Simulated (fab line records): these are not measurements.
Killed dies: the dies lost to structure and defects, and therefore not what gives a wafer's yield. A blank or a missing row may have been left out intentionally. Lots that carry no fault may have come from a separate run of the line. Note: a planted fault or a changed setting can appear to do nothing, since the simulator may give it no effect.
fab line records || flow n5Finfet
record {"lots": 4, "wafers": 12, "lastDay": 18}
route steps=1938 shown BEOL_M4@1069 PASSIVATION@1936
lots that met no fault: taken from a fault-free run of the same line
startH: hours from the record's opening day to when the first of the lot's shown wafers began || waitH: time in hours since the lot's previous step || " identical to the entry in the row above || L1.1+2: one row covering several wafers at once || - either no value or no given start || * or withheld: withheld || < > ~ a bound
route shown NAME@n: NAME is a module with steps in the file, n the number in the route of the first one || usual: mean/standard deviation taken from wafers without a fault || same: alike in all rows || chamber/n: place in a boat || sites: per-site readings || _std_site: standard deviation of those values || _edge_site: inner sites' mean taken away from outer sites' mean || radiusMm: for every site, how far away it sits from the centre of the wafer || mask NAME#n: copy n || behind: the last tool/chamber to shape the wafer || hold: the reason the lot was held/the length of the hold in hours/how it ended || device: names the non-switching transistor (n, p or np) || end of line: tests of these same wafers at the route's end || step lacking rows: just its recipe || killed: not the wafer's yield, but the dies lost to structure and defects at the first sort || map: dies across one wafer; x = killed, . = not, _ = none there
set.NAME: setting as actually run; set.NAME@STEP: the setting as run at that earlier step || model.NAME: the simulator's own value behind a step, which no gauge read
lots at some steps of the route; a table a step, a row a wafer
services: a tool's chamber out of use, with start hour (startH, from the record's first day; less than 0 if before it), hours out, and reason
## steps
# step N5_BEOL_M4_STRIP_36
# recipe {"chemistry": "N2/H2", "powerW": 450, "tempC": 40, "pressureMtorr": 20, "rfFrequencyHz": 6e+07, "overashFraction": 0.3, "biasPowerW": 7, "h2Frac": 0.5, "n2FlowSccm": 200, "h2FlowSccm": 200}
# step N5_BEOL_M4_TRENCH_ETCH_37
# recipe {"chemistry": "C4F6/O2", "targetDepthA": 555.55, "target": "SiOC", "timeS": 29.2, "ionEnergyEv": 250, "pressureMtorr": 30, "sourceW": 355, "biasW": 185, "Ar_flow_sccm": 300, "C4F6_flow_sccm": 10, "O2_flow_sccm": 10}
# step N5_BEOL_M4_ETCH_41
# recipe {"chemistry": "CH3F/O2", "target": "SiCN", "targetDepthA": 299, "taperDeg": 2, "timeS": 52.5, "ionEnergyEv": 120, "maskMaterial": "TiN", "pressureMtorr": 30, "sourceW": 395, "biasW": 75, "Ar_flow_sccm": 150, "CH3F_flow_sccm": 30, "O2_flow_sccm": 20}
# step N5_BEOL_M4_STRIP_97
# recipe {"chemistry": "N2/H2", "timeS": 10, "powerW": 450, "tempC": 40, "pressureMtorr": 20, "rfFrequencyHz": 6e+07, "biasPowerW": 7, "n2FlowSccm": 200, "h2FlowSccm": 200}
# step N5_BEOL_M4_HM_STRIP_39
# recipe {"chemistry": "peroxideTinStrip", "material": "TiN", "targetDepthA": 250, "tempC": 50, "timeS": 158}
# step N5_BEOL_M4_SRD_40
# recipe {"timeS": 30, "tempC": 23, "rinseLiquid": "diw", "dry": "ipaMarangoni"}
# step N5_BEOL_M4_PRECLEAN_42
# recipe {"chemistry": "residueRemover", "timeS": 60, "tempC": 40}
# step N5_BEOL_M4_SRD_43
# recipe {"timeS": 30, "tempC": 23, "rinseLiquid": "diw", "dry": "ipaMarangoni"}
# step N5_BEOL_M4_DEGAS_44
# recipe {"ambient": "vacuum", "tempC": 250, "timeS": 60}
# step N5_BEOL_M4_PRE_CLEAN_45
# recipe {"gas": "H2/He", "timeS": 30, "tempC": 250}
# step N5_BEOL_M4_ALD_84
# recipe {"material": "TaN", "targetThkA": "*", "tempC": 275, "aldPrecursorFamily": "PDMAT", "aldCoReactant": "NH3", "pressureTorr": 3, "carrierFlowSccm": 1500, "pulseTimeS": 2, "purgeTimeS": 3, "coReactantPurgeTimeS": 2, "coReactantPulseTimeS": 3, "aldCycles": 30, "precursorVesselTempC": 75, "precursorVesselPressureTorr": 26.25, "precursorVesselCarrierSccm": 1000}
# usual {"heaterPowerW": "415/48"}
{"lot.wafer": "L156.1", "tool": "aldMetal-02", "chamber": 3, "startH": 281.11, "waitH": 0.1, "heaterPowerW": 366}
{"lot.wafer": "L156.4", "tool": "aldMetal-02", "chamber": 2, "startH": 281.11, "waitH": 0.1, "heaterPowerW": 510}
{"lot.wafer": "L156.6", "tool": "aldMetal-02", "chamber": 0, "startH": 281.11, "waitH": 0.1, "heaterPowerW": 413}
{"lot.wafer": "L153.1", "tool": "aldMetal-03", "chamber": 1, "startH": 290.28, "waitH": 0.0, "heaterPowerW": 476}
{"lot.wafer": "L153.3", "tool": "aldMetal-03", "chamber": 0, "startH": 290.28, "waitH": 0.0, "heaterPowerW": 366}
{"lot.wafer": "L153.5", "tool": "aldMetal-03", "chamber": 2, "startH": 290.28, "waitH": 0.0, "heaterPowerW": 449}
{"lot.wafer": "L157.1", "tool": "aldMetal-02", "chamber": 0, "startH": 298.91, "waitH": 0.0, "heaterPowerW": 411}
{"lot.wafer": "L157.2", "tool": "aldMetal-02", "chamber": 3, "startH": 298.91, "waitH": 0.0, "heaterPowerW": 379}
{"lot.wafer": "L157.4", "tool": "aldMetal-02", "chamber": 1, "startH": 298.91, "waitH": 0.0, "heaterPowerW": 376}
{"lot.wafer": "L155.4", "tool": "aldMetal-03", "chamber": 2, "startH": 316.18, "waitH": 0.1, "heaterPowerW": 442}
{"lot.wafer": "L155.5", "tool": "aldMetal-03", "chamber": 0, "startH": 316.18, "waitH": 0.1, "heaterPowerW": 363}
{"lot.wafer": "L155.6", "tool": "aldMetal-03", "chamber": 3, "startH": 316.18, "waitH": 0.1, "heaterPowerW": 406}
# step N5_BEOL_M4_SURFACE_TREAT_85
# recipe {"gas": "Ar", "timeS": "*", "ionEnergyEv": "*", "ionCurrentMaCm2": 0.5, "pressureMtorr": "*", "arFlowSccm": 30}
# step N5_BEOL_M4_CVD_47
# recipe {"material": "Co", "targetThkA": 30, "tempC": "withheld", "precursor": "CCTBA/H2", "pressureTorr": 30, "timeS": 223.8}
# step N5_BEOL_M4_SPUTTER_48
# recipe {"material": "Cu", "targetThkA": 45, "tempC": -20, "chamberPressurePa": 0.07, "powerW": "withheld", "timeS": 8.29}
# step N5_BEOL_M4_ANNEAL_49
# recipe {"tempC": 400, "timeS": 240, "ambient": "vacuum"}
# step N5_BEOL_M4_SPUTTER_79
# recipe {"material": "Cu", "targetThkA": 45, "tempC": -20, "chamberPressurePa": 0.07, "powerW": "withheld", "timeS": 8.29}
# step N5_BEOL_M4_ANNEAL_80
# recipe {"tempC": 400, "timeS": 240, "ambient": "vacuum"}
# step N5_BEOL_M4_SPUTTER_81
# recipe {"material": "Cu", "targetThkA": 45, "tempC": -20, "chamberPressurePa": 0.07, "powerW": "withheld", "timeS": 8.29}
# step N5_BEOL_M4_ANNEAL_82
# recipe {"tempC": 400, "timeS": 240, "ambient": "vacuum"}
# step N5_BEOL_M4_SPUTTER_86
# recipe {"material": "Cu", "targetThkA": 45, "tempC": -20, "chamberPressurePa": 0.07, "powerW": "withheld", "timeS": 8.29}
# step N5_BEOL_M4_ANNEAL_87
# recipe {"tempC": 400, "timeS": 240, "ambient": "vacuum"}
# step N5_BEOL_M4_SPUTTER_88
# recipe {"material": "Cu", "targetThkA": 45, "tempC": -20, "chamberPressurePa": 0.07, "powerW": "withheld", "timeS": 8.29}
# step N5_BEOL_M4_ANNEAL_89
# recipe {"tempC": 400, "timeS": 240, "ambient": "vacuum"}
# step N5_BEOL_M4_SPUTTER_90
# recipe {"material": "Cu", "targetThkA": 45, "tempC": -20, "chamberPressurePa": 0.07, "powerW": "withheld", "timeS": 8.29}
# step N5_BEOL_M4_ANNEAL_91
# recipe {"tempC": 400, "timeS": 240, "ambient": "vacuum"}
# step N5_BEOL_M4_SPUTTER_92
# recipe {"material": "Cu", "targetThkA": 45, "tempC": -20, "chamberPressurePa": 0.07, "powerW": "withheld", "timeS": 8.29}
# step N5_BEOL_M4_ANNEAL_93
# recipe {"tempC": 400, "timeS": 240, "ambient": "vacuum"}
# step N5_BEOL_M4_SPUTTER_94
# recipe {"material": "Cu", "targetThkA": 45, "tempC": -20, "chamberPressurePa": 0.07, "powerW": "withheld", "timeS": 8.29}
# step N5_BEOL_M4_ANNEAL_95
# recipe {"tempC": 400, "timeS": 240, "ambient": "vacuum"}
# step N5_BEOL_M4_SPUTTER_96
# recipe {"material": "Cu", "targetThkA": 45, "tempC": -20, "chamberPressurePa": 0.07, "powerW": "withheld", "timeS": 8.29}
# step N5_BEOL_M4_ECD_50
# recipe {"material": "Cu", "targetThkA": 3000}
# step N5_BEOL_M4_ANNEAL_51
# recipe {"tempC": 225, "timeS": 90, "ambient": "N2"}
# step N5_BEOL_M4_CMP_52
# recipe {"stopOn": "SiOC", "tOverpolishS": 6.8, "downForcePsi": 1, "platenRpm": 50, "clearingPlatenDownForcePsi": 1.5, "clearingPlatenRpm": 50, "postCmpClean": "cuAlkaline", "targetThkNm": 40, "clearingPlatenPadVelocityMS": 0.99484, "padVelocityMS": 0.99484}
# step N5_BEOL_M4_PRE_CLEAN_60
# recipe {"gas": "NH3/H2", "timeS": 15, "tempC": "*", "rfPowerW": 300}
# step N5_BEOL_M4_CO_CAP_55
# recipe {"material": "Co", "targetThkA": 20, "tempC": 200, "precursor": "CCTBA/H2", "pressureTorr": 30, "timeS": 102.1}
# step N5_BEOL_M4_PRE_CLEAN_56
# recipe {"gas": "NH3", "timeS": 15, "tempC": "withheld", "rfPowerW": 300}
# step N5_BEOL_M4_DEP_57
# recipe {"material": "SiCN", "targetThkA": 80, "tempC": "withheld", "precursor": "3MS/NH3", "pressureTorr": 3, "rfW": 202, "timeS": 14}
# step N5_BEOL_M4_RC_MEAS_101
# usual {"COMB_M4_max_site": "8e-11/1.7e-11", "DIBL_N": "36.3/1.9", "DIBL_P": "36.0/2.1", "IOFF_N": "0.16/0.031", "IOFF_P": "0.21/0.035", "ION_N": "675/14", "ION_P": "464/8.5", "SS_N": "71.5/0.6", "SS_P": "73.3/0.72", "VT_N": "250/3.2", "VT_P": "-250/3.1"}
{"lot.wafer": "L156.1", "tool": "prober-01", "chamber": 0, "startH": 285.09, "waitH": 0.0, "COMB_M4_max_site[S/m]": 9.2e-11, "DIBL_N[mV/V]": 35.8, "DIBL_P[mV/V]": 33.6, "IOFF_N[nA/um]": 0.14, "IOFF_P[nA/um]": 0.18, "ION_N[uA/um]": 661, "ION_P[uA/um]": 454, "SS_N[mV/dec]": 71.6, "SS_P[mV/dec]": 72.2, "VT_N[mV]": 252, "VT_P[mV]": -251}
{"lot.wafer": "L156.4", "tool": "prober-01", "chamber": 0, "startH": 285.09, "waitH": 0.0, "COMB_M4_max_site[S/m]": 8.6e-11, "DIBL_N[mV/V]": 36.8, "DIBL_P[mV/V]": 35.1, "IOFF_N[nA/um]": 0.16, "IOFF_P[nA/um]": 0.21, "ION_N[uA/um]": 680, "ION_P[uA/um]": 472, "SS_N[mV/dec]": 71.9, "SS_P[mV/dec]": 73.1, "VT_N[mV]": 249, "VT_P[mV]": -248}
{"lot.wafer": "L156.6", "tool": "prober-01", "chamber": 0, "startH": 285.09, "waitH": 0.0, "COMB_M4_max_site[S/m]": 1.11e-10, "DIBL_N[mV/V]": 35.7, "DIBL_P[mV/V]": 33.7, "IOFF_N[nA/um]": 0.14, "IOFF_P[nA/um]": 0.19, "ION_N[uA/um]": 679, "ION_P[uA/um]": 475, "SS_N[mV/dec]": 72.4, "SS_P[mV/dec]": 72.7, "VT_N[mV]": 250, "VT_P[mV]": -251}
{"lot.wafer": "L153.1", "tool": "prober-01", "chamber": 0, "startH": 295.46, "waitH": 0.0, "COMB_M4_max_site[S/m]": 6.6e-11, "DIBL_N[mV/V]": 37.8, "DIBL_P[mV/V]": 35.8, "IOFF_N[nA/um]": 0.18, "IOFF_P[nA/um]": 0.22, "ION_N[uA/um]": 679, "ION_P[uA/um]": 465, "SS_N[mV/dec]": 70.9, "SS_P[mV/dec]": 72.6, "VT_N[mV]": 251, "VT_P[mV]": -249}
{"lot.wafer": "L153.3", "tool": "prober-01", "chamber": 0, "startH": 295.46, "waitH": 0.0, "COMB_M4_max_site[S/m]": 1.75e-10, "DIBL_N[mV/V]": 34.0, "DIBL_P[mV/V]": 32.2, "IOFF_N[nA/um]": 0.12, "IOFF_P[nA/um]": 0.18, "ION_N[uA/um]": 685, "ION_P[uA/um]": 467, "SS_N[mV/dec]": 70.2, "SS_P[mV/dec]": 72.3, "VT_N[mV]": 255, "VT_P[mV]": -248}
{"lot.wafer": "L153.5", "tool": "prober-01", "chamber": 0, "startH": 295.46, "waitH": 0.0, "COMB_M4_max_site[S/m]": 6.2e-11, "DIBL_N[mV/V]": 37.2, "DIBL_P[mV/V]": 36.0, "IOFF_N[nA/um]": 0.18, "IOFF_P[nA/um]": 0.24, "ION_N[uA/um]": 704, "ION_P[uA/um]": 478, "SS_N[mV/dec]": 71.2, "SS_P[mV/dec]": 73.6, "VT_N[mV]": 246, "VT_P[mV]": -247}
{"lot.wafer": "L157.1", "tool": "prober-01", "chamber": 0, "startH": 302.36, "waitH": 0.0, "COMB_M4_max_site[S/m]": 7.4e-11, "DIBL_N[mV/V]": 35.9, "DIBL_P[mV/V]": 35.1, "IOFF_N[nA/um]": 0.14, "IOFF_P[nA/um]": 0.16, "ION_N[uA/um]": 676, "ION_P[uA/um]": 461, "SS_N[mV/dec]": 71.2, "SS_P[mV/dec]": 73.4, "VT_N[mV]": 254, "VT_P[mV]": -254}
{"lot.wafer": "L157.2", "tool": "prober-01", "chamber": 0, "startH": 302.36, "waitH": 0.0, "COMB_M4_max_site[S/m]": 7.4e-11, "DIBL_N[mV/V]": 36.6, "DIBL_P[mV/V]": 36.0, "IOFF_N[nA/um]": 0.16, "IOFF_P[nA/um]": 0.19, "ION_N[uA/um]": 672, "ION_P[uA/um]": 464, "SS_N[mV/dec]": 71.3, "SS_P[mV/dec]": 72.6, "VT_N[mV]": 250, "VT_P[mV]": -253}
{"lot.wafer": "L157.4", "tool": "prober-01", "chamber": 0, "startH": 302.36, "waitH": 0.0, "COMB_M4_max_site[S/m]": 5.4e-11, "DIBL_N[mV/V]": 32.7, "DIBL_P[mV/V]": 32.0, "IOFF_N[nA/um]": 0.10, "IOFF_P[nA/um]": 0.13, "ION_N[uA/um]": 670, "ION_P[uA/um]": 462, "SS_N[mV/dec]": 70.9, "SS_P[mV/dec]": 72.2, "VT_N[mV]": 256, "VT_P[mV]": -259}
{"lot.wafer": "L155.4", "tool": "prober-02", "chamber": 0, "startH": 320.52, "waitH": 0.5, "COMB_M4_max_site[S/m]": 6.5e-11, "DIBL_N[mV/V]": 36.7, "DIBL_P[mV/V]": 36.3, "IOFF_N[nA/um]": 0.15, "IOFF_P[nA/um]": 0.21, "ION_N[uA/um]": 676, "ION_P[uA/um]": 460, "SS_N[mV/dec]": 72.0, "SS_P[mV/dec]": 73.5, "VT_N[mV]": 252, "VT_P[mV]": -249}
{"lot.wafer": "L155.5", "tool": "prober-02", "chamber": 0, "startH": 320.52, "waitH": 0.5, "COMB_M4_max_site[S/m]": 1.78e-10, "DIBL_N[mV/V]": 36.8, "DIBL_P[mV/V]": 37.2, "IOFF_N[nA/um]": 0.16, "IOFF_P[nA/um]": 0.22, "ION_N[uA/um]": 674, "ION_P[uA/um]": 461, "SS_N[mV/dec]": 71.2, "SS_P[mV/dec]": 73.9, "VT_N[mV]": 251, "VT_P[mV]": -254}
{"lot.wafer": "L155.6", "tool": "prober-02", "chamber": 0, "startH": 320.52, "waitH": 0.5, "COMB_M4_max_site[S/m]": 6.6e-11, "DIBL_N[mV/V]": 34.8, "DIBL_P[mV/V]": 34.3, "IOFF_N[nA/um]": 0.12, "IOFF_P[nA/um]": 0.18, "ION_N[uA/um]": 658, "ION_P[uA/um]": 454, "SS_N[mV/dec]": 71.0, "SS_P[mV/dec]": 72.8, "VT_N[mV]": 255, "VT_P[mV]": -253}
# step N5_PASSIVATION_PROBE_49
# usual {"defectLimitedYield": "91.0/1.5", "killed_at_M0_to_M3": "32/9.6", "killed_at_M4_up": "13/4.7", "killedAtContacts": "13/7.2", "killedAtFrontEnd": "44/13", "killedAtOther": "4/3.4", "killedDies": "106/18", "killedOpen": "70/13", "killedShort": "35/8", "sort_bin_4_leakage": "0/0", "sort_bin_5_function": "5.3/0.97", "sort_bin_6_memory": "3.4/0.73", "sortNPass": "1074/18", "sortYieldPct": "91.0/1.5"}
# same {"grossDies": 1180, "killedAtBackSide": 0, "sort_bin_8_speed[%]": 0}
{"lot.wafer": "L156.1", "tool": "prober-02", "chamber": "-", "startH": 375.90, "waitH": 0.0, "defectLimitedYield[%]": 92.1, "killed_at_M0_to_M3": 49, "killed_at_M4_up": 14, "killedAtContacts": 10, "killedAtFrontEnd": 17, "killedAtOther": 3, "killedDies": 93, "killedOpen": 68, "killedShort": 21, "sort_bin_4_leakage[%]": 0, "sort_bin_5_function[%]": 5.3, "sort_bin_6_memory[%]": 2.4, "sortNPass": 1087, "sortYieldPct[%]": 92.1}
{"lot.wafer": "L156.4", "tool": "prober-02", "chamber": "-", "startH": 376.05, "waitH": 0.2, "defectLimitedYield[%]": 91.7, "killed_at_M0_to_M3": 28, "killed_at_M4_up": 17, "killedAtContacts": 5, "killedAtFrontEnd": 43, "killedAtOther": 5, "killedDies": 98, "killedOpen": 65, "killedShort": 30, "sort_bin_4_leakage[%]": 0, "sort_bin_5_function[%]": 5.1, "sort_bin_6_memory[%]": 3.1, "sortNPass": 1082, "sortYieldPct[%]": 91.7}
{"lot.wafer": "L156.6", "tool": "prober-02", "chamber": "-", "startH": 376.15, "waitH": 0.3, "defectLimitedYield[%]": 91.4, "killed_at_M0_to_M3": 43, "killed_at_M4_up": 16, "killedAtContacts": 15, "killedAtFrontEnd": 26, "killedAtOther": 1, "killedDies": 101, "killedOpen": 63, "killedShort": 35, "sort_bin_4_leakage[%]": 0, "sort_bin_5_function[%]": 5.4, "sort_bin_6_memory[%]": 2.6, "sortNPass": 1079, "sortYieldPct[%]": 91.4}
{"lot.wafer": "L153.1", "tool": "prober-01", "chamber": "-", "startH": 402.40, "waitH": 0.0, "defectLimitedYield[%]": 89.4, "killed_at_M0_to_M3": 44, "killed_at_M4_up": 12, "killedAtContacts": 5, "killedAtFrontEnd": 63, "killedAtOther": 1, "killedDies": 125, "killedOpen": 82, "killedShort": 40, "sort_bin_4_leakage[%]": 0, "sort_bin_5_function[%]": 6.2, "sort_bin_6_memory[%]": 3.9, "sortNPass": 1055, "sortYieldPct[%]": 89.4}
{"lot.wafer": "L153.3", "tool": "prober-01", "chamber": "-", "startH": 402.50, "waitH": 0.1, "defectLimitedYield[%]": 85.3, "killed_at_M0_to_M3": 53, "killed_at_M4_up": 25, "killedAtContacts": 18, "killedAtFrontEnd": 73, "killedAtOther": 4, "killedDies": 173, "killedOpen": 104, "killedShort": 58, "sort_bin_4_leakage[%]": 0.76, "sort_bin_5_function[%]": 7.8, "sort_bin_6_memory[%]": 5.6, "sortNPass": 1007, "sortYieldPct[%]": 85.3}
{"lot.wafer": "L153.5", "tool": "prober-01", "chamber": "-", "startH": 402.60, "waitH": 0.2, "defectLimitedYield[%]": 87.3, "killed_at_M0_to_M3": 39, "killed_at_M4_up": 9, "killedAtContacts": 8, "killedAtFrontEnd": 92, "killedAtOther": 2, "killedDies": 150, "killedOpen": 103, "killedShort": 46, "sort_bin_4_leakage[%]": 0, "sort_bin_5_function[%]": 7.5, "sort_bin_6_memory[%]": 4.8, "sortNPass": 1030, "sortYieldPct[%]": 87.3}
{"lot.wafer": "L155.4", "tool": "prober-01", "chamber": "-", "startH": 442.42, "waitH": 0.2, "defectLimitedYield[%]": 90.4, "killed_at_M0_to_M3": 45, "killed_at_M4_up": 16, "killedAtContacts": 3, "killedAtFrontEnd": 42, "killedAtOther": 7, "killedDies": 113, "killedOpen": 80, "killedShort": 32, "sort_bin_4_leakage[%]": 0, "sort_bin_5_function[%]": 5.8, "sort_bin_6_memory[%]": 3.5, "sortNPass": 1067, "sortYieldPct[%]": 90.4}
{"lot.wafer": "L155.5", "tool": "prober-01", "chamber": "-", "startH": 442.47, "waitH": 0.2, "defectLimitedYield[%]": 90.3, "killed_at_M0_to_M3": 49, "killed_at_M4_up": 28, "killedAtContacts": 4, "killedAtFrontEnd": 31, "killedAtOther": 2, "killedDies": 114, "killedOpen": 78, "killedShort": 24, "sort_bin_4_leakage[%]": 1.02, "sort_bin_5_function[%]": 4.9, "sort_bin_6_memory[%]": 3.5, "sortNPass": 1066, "sortYieldPct[%]": 90.3}
{"lot.wafer": "L155.6", "tool": "prober-01", "chamber": "-", "startH": 442.52, "waitH": 0.3, "defectLimitedYield[%]": 91.9, "killed_at_M0_to_M3": 30, "killed_at_M4_up": 12, "killedAtContacts": 8, "killedAtFrontEnd": 43, "killedAtOther": 3, "killedDies": 96, "killedOpen": 67, "killedShort": 29, "sort_bin_4_leakage[%]": 0, "sort_bin_5_function[%]": 5.3, "sort_bin_6_memory[%]": 2.5, "sortNPass": 1084, "sortYieldPct[%]": 91.9}
# killed by level:class
L156.1 BEOL_M0_SAQP:geometricParticle:open=15 BEOL_M1:geometricParticle:open=10 MOL_CONTACT_COAG:geometricParticle:open=9 BEOL_M0:geometricParticle:short=8 BEOL_M2:geometricParticle:open=6 STI_FIN_REVEAL:geometricParticle:open=5 DUMMY_GATE:geometricParticle:open=4 FIN_SAQP:geometricParticle:open=3
L156.4 BEOL_M0_SAQP:geometricParticle:open=11 FIN_SAQP:geometricParticle:short=10 FIN_SAQP:geometricParticle:open=9 STI_FIN_REVEAL:geometricParticle:open=8 BEOL_M0_SAQP:geometricParticle:short=6 MOL_CONTACT_COAG:geometricParticle:open=5 DUMMY_GATE:geometricParticle:open=5 MIM_BOT:geometricParticle:short=4
L156.6 BEOL_M0_SAQP:geometricParticle:open=12 MOL_CONTACT_COAG:geometricParticle:open=11 BEOL_M0_SAQP:geometricParticle:short=8 BEOL_M0:geometricParticle:short=8 BEOL_M2:geometricParticle:open=6 FIN_SAQP:geometricParticle:open=5 FIN_SAQP:geometricParticle:short=5 BEOL_M4:geometricParticle:open=5
L153.1 FIN_SAQP:geometricParticle:open=20 BEOL_M0_SAQP:geometricParticle:open=15 STI_FIN_REVEAL:geometricParticle:open=12 BEOL_M0_SAQP:geometricParticle:short=12 DUMMY_GATE:geometricParticle:open=7 FIN_SAQP:geometricParticle:short=5 STI_FIN_REVEAL:geometricParticle:short=4 MOL_CONTACT_COAG:geometricParticle:open=4
L153.3 FIN_SAQP:geometricParticle:open=19 STI_FIN_REVEAL:geometricParticle:open=18 BEOL_M0_SAQP:geometricParticle:short=17 BEOL_M0_SAQP:geometricParticle:open=13 MOL_CONTACT_COAG:geometricParticle:open=13 FIN_SAQP:geometricParticle:short=10 M4:areaAld=9 BEOL_M0:geometricParticle:open=8
L153.5 FIN_SAQP:geometricParticle:open=29 STI_FIN_REVEAL:geometricParticle:open=18 FIN_SAQP:geometricParticle:short=14 DUMMY_GATE:geometricParticle:open=13 BEOL_M0_SAQP:geometricParticle:open=12 BEOL_M0_SAQP:geometricParticle:short=12 MOL_CONTACT_COAG:geometricParticle:open=7 BEOL_M1:geometricParticle:open=7
L155.4 BEOL_M2:geometricParticle:open=10 BEOL_M0:geometricParticle:open=9 FIN_SAQP:geometricParticle:open=8 STI_FIN_REVEAL:geometricParticle:open=7 BEOL_M3:geometricParticle:open=6 FIN_SAQP:geometricParticle:short=5 DUMMY_GATE:geometricParticle:open=5 BEOL_M0_SAQP:geometricParticle:short=5
L155.5 M4:areaAld=12 BEOL_M0_SAQP:geometricParticle:open=11 BEOL_M2:geometricParticle:open=10 BEOL_M4:geometricParticle:open=9 FIN_SAQP:geometricParticle:open=8 BEOL_M1:geometricParticle:open=8 BEOL_M3:geometricParticle:open=6 FIN_SAQP:geometricParticle:short=5
L155.6 STI_FIN_REVEAL:geometricParticle:open=10 FIN_SAQP:geometricParticle:short=9 BEOL_M1:geometricParticle:open=8 FIN_SAQP:geometricParticle:open=7 MOL_CONTACT_COAG:geometricParticle:open=7 BEOL_M0_SAQP:geometricParticle:open=6 BEOL_M3:geometricParticle:open=5 DUMMY_GATE:geometricParticle:open=4
# map L153.3 (x killed, . not)
_________________...x...x...x________________
______________x.x.xxx........x.._____________
___________x.........x.x......xx...__________
__________.....x...xx............xx._________
________...x.....x...........x..xxx..x_______
_______....x...x......................x______
______xx....x......x.......x.......xx..x_____
_____............x.........xxx.x.........____
____.....x...................xx........xx.___
___..............x.xx.xx......x........x..x__
___.x...........x...........x..............__
__........x.....x................xx...x....._
__........x.x.x.........x......x..x.......x._
_xx.x..............x.......x..........x.....x
_..............x..........x..................
_.xx.x..x.xx....x......x..........xx.xxx.....
_.....x...x.....x.x.......x........x.......x.
_..................x..xx.....................
_...................x.......................x
_......x..x............x..x........x.xx....x.
_x...x..................x.....x..........x...
__.x....xx.........x...x.x..............x..._
__......x...x.xx......x.x.........x....x...._
___..........x.............................__
___..x..x.x.........x..x......x.x...x......__
____.....x....x...x..xx.....x.......xx..x.___
_____.....x.........x....................____
______.....x..............x..x.x..x....x_____
_______......x......................x.x______
________..x.......x.......x..........._______
__________.x................x......._________
___________.......x.........x......__________
______________.........x.....x.._____________
_________________.x..xx......________________
# map L155.5 (x killed, . not)
_________________..xx..xx....________________
______________.................._____________
___________..x..........x...x......__________
__________.............x....x.x....._________
________.....xx.....x......x.x......x._______
_______x.............x.................______
______.................................._____
_____x......x..x...x.xx..x.......x.......____
____............x.......xx..x......x......___
___..........x....x................x....x..__
___.............................x......x...__
__.................x..x....................._
__.x...x.....................x.............._
_...........x...........x....................
_.......x...x.........x.....x............x.x.
_...........x.x............xx.............x.x
_........x.............................x.....
_.x.....x.x..........x..............x.......x
_..........x..x......................x.......
_......x..........x.......x.................x
_......x...................x........x....xx..
__.............x.............x.......x.....x_
__.....x...................................._
___.....x......xx.xx...........x.....x.....__
___.............x...................x......__
____..........................x........xx.___
_____...........................x........____
______x............x...................._____
_______.......x..........x.......x.x...______
________.x......x......x.....x......x._______
__________...........x..xxx.....x..._________
___________................x.......__________
______________...x....x........._____________
_________________....x.......________________
## services
{"tool": "aldMetal-03", "chamber": 3, "startH": 287.03, "hours": 5.3, "kind": "repair"}
## key
firstSign {"step": "N5_BEOL_M4_RC_MEAS_101", "reading": "COMB_M4_max_site", "direction": "up", "sigmas": 5.5, "usual": 8e-11, "struck": 1.76e-10}
effect {"step": "N5_PASSIVATION_PROBE_49", "reading": "sort_bin_4_leakage", "direction": "up", "sigmas": 10, "usual": 0, "struck": 0.89}
metAt N5_BEOL_M4_ALD_84
struckWafers L153.3,L155.5
fault {"kind": "siteProfileDrift", "tool": "aldMetal-03", "chamber": 0, "onsetH": 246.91, "steps": "N5_BEOL_M4_ALD_84", "basis": "fraction", "maxAbsDrift": 0.28019, "slopeSharePerHr": 62.265, "sitePattern": "0,0,0,0,0,-1,-1,-1,-1"}
